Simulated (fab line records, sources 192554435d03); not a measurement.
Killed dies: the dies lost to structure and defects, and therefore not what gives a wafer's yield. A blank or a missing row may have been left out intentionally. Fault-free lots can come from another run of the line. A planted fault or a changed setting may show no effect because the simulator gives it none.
Lot-split experiment -- flow n5-finfet -- route with 1938 steps; 7 lots, 39 wafers read

ON THE SPLIT
At N5_DUMMY_GATE_ETCH_37 (etches SOC in N2/H2, target depth 60 nm, overetch 30 nm), the setting source-w was moved away from the recipe's 840 W on 12 of the 39 wafers read, by -9.5% to +18.7%. The other wafers ran this setting at the recipe's value.

The split's own step is where the reading is taken.

THE READING
rf-vpp-V, in V, at N5_DUMMY_GATE_ETCH_37 (etches SOC in N2/H2, target depth 60 nm, overetch 30 nm). A value of 523.7 V with a standard deviation of 2.6 V is what fault-free wafers of this fab line usually give.

wafer,"tool, chamber at the split","source-w as run, W",against the recipe,"rf-vpp-V, V",against lot-mates on the recipe
L075.1,"rie-diel-02, 2",996.7,+18.7%,492.7,-27.3
L075.2,"rie-diel-02, 0",996.7,+18.7%,498.0,-22.0
L075.3,"rie-diel-02, 1",840,recipe,519.8,-
L075.4,"rie-diel-02, 3",996.7,+18.7%,498.3,-21.7
L075.5,"rie-diel-02, 2",840,recipe,520.4,-
L075.6,"rie-diel-02, 1",840,recipe,519.7,-
L079.2,"rie-diel-04, 3",840,recipe,520.5,-
L079.3,"rie-diel-04, 2",840,recipe,527.7,-
L079.4,"rie-diel-04, 1",840,recipe,521.7,-
L081.1,"rie-diel-01, 3",840,recipe,523.3,-
L081.2,"rie-diel-01, 1",772.2,-8.1%,538.5,+15.4
L081.3,"rie-diel-01, 0",840,recipe,523.7,-
L081.4,"rie-diel-01, 2",772.2,-8.1%,537.4,+14.3
L081.5,"rie-diel-01, 3",840,recipe,522.4,-
L081.6,"rie-diel-01, 0",772.2,-8.1%,541.5,+18.4
L088.1,"rie-diel-02, 3",760.1,-9.5%,543.7,+19.4
L088.2,"rie-diel-02, 0",840,recipe,525.8,-
L088.3,"rie-diel-02, 2",840,recipe,521.7,-
L088.4,"rie-diel-02, 0",840,recipe,525.4,-
L088.5,"rie-diel-02, 2",760.1,-9.5%,538.7,+14.4
L088.6,"rie-diel-02, 3",760.1,-9.5%,542.1,+17.8
L094.1,"rie-diel-01, 2",840,recipe,521.6,-
L094.2,"rie-diel-01, 1",840,recipe,523.3,-
L094.3,"rie-diel-01, 3",840,recipe,521.5,-
L094.4,"rie-diel-01, 0",840,recipe,525.6,-
L094.5,"rie-diel-01, 0",840,recipe,526.8,-
L094.6,"rie-diel-01, 1",840,recipe,523.3,-
L095.1,"rie-diel-01, 2",880.9,+4.9%,514.0,-9.5
L095.2,"rie-diel-01, 1",840,recipe,523.5,-
L095.3,"rie-diel-01, 0",840,recipe,524.5,-
L095.4,"rie-diel-01, 3",880.9,+4.9%,514.5,-9.0
L095.5,"rie-diel-01, 3",840,recipe,522.5,-
L095.6,"rie-diel-01, 0",880.9,+4.9%,516.9,-6.6
L096.1,"rie-diel-01, 2",840,recipe,522.4,-
L096.2,"rie-diel-01, 3",840,recipe,522.5,-
L096.3,"rie-diel-01, 1",840,recipe,523.6,-
L096.4,"rie-diel-01, 0",840,recipe,524.1,-
L096.5,"rie-diel-01, 2",840,recipe,520.9,-
L096.6,"rie-diel-01, 3",840,recipe,521.9,-

THE FIT
A straight line over all 39 wafers: rf-vpp-V changes by -1.6 V for each +1% of source-w; r = -0.97; the points scatter about the line by 2.5 V.
The same after taking each lot's own level away (the mean of its wafers on the recipe; 39 wafers): -1.48 V for each +1%; r = -0.97; scatter 2.5 V.
The reading moves by 28 V for the largest change in source-w, on that fit.
Across the lots, their own levels run from 519.97 to 524.30 V, a range of 1.7 times the standard deviation given above.
Hence the lot-to-lot level has little effect on the slope; both slopes agree.
Check: with one of the wafers moved furthest among these (+18.7%) left out of the fit, the line predicts -26.6 V for it against its lot-mates. Against them it came out at -27.3 V.
Tool readings at the split's step, against how far the setting was moved: rf-vpp-V r = -0.97.

THE OTHER SPLITS THESE WAFERS WENT THROUGH
Other splits were also applied to these wafers ahead of the reading. Each is held against what the fit with the lots' levels taken away leaves over:
other split on the same wafers,wafers away from the commonest value,r with rf-vpp-V (lot level and that fit taken away)
N5_FIN_SAQP_SPACER1_ALD_24 ald-cycles,15,+0.06
N5_FIN_CUT_ETCH_21 bias-w,9,-0.14

THE FILE'S OWN FIT
rf-vpp-V changes by -1.47 V for each +1% of source-w, r = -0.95.
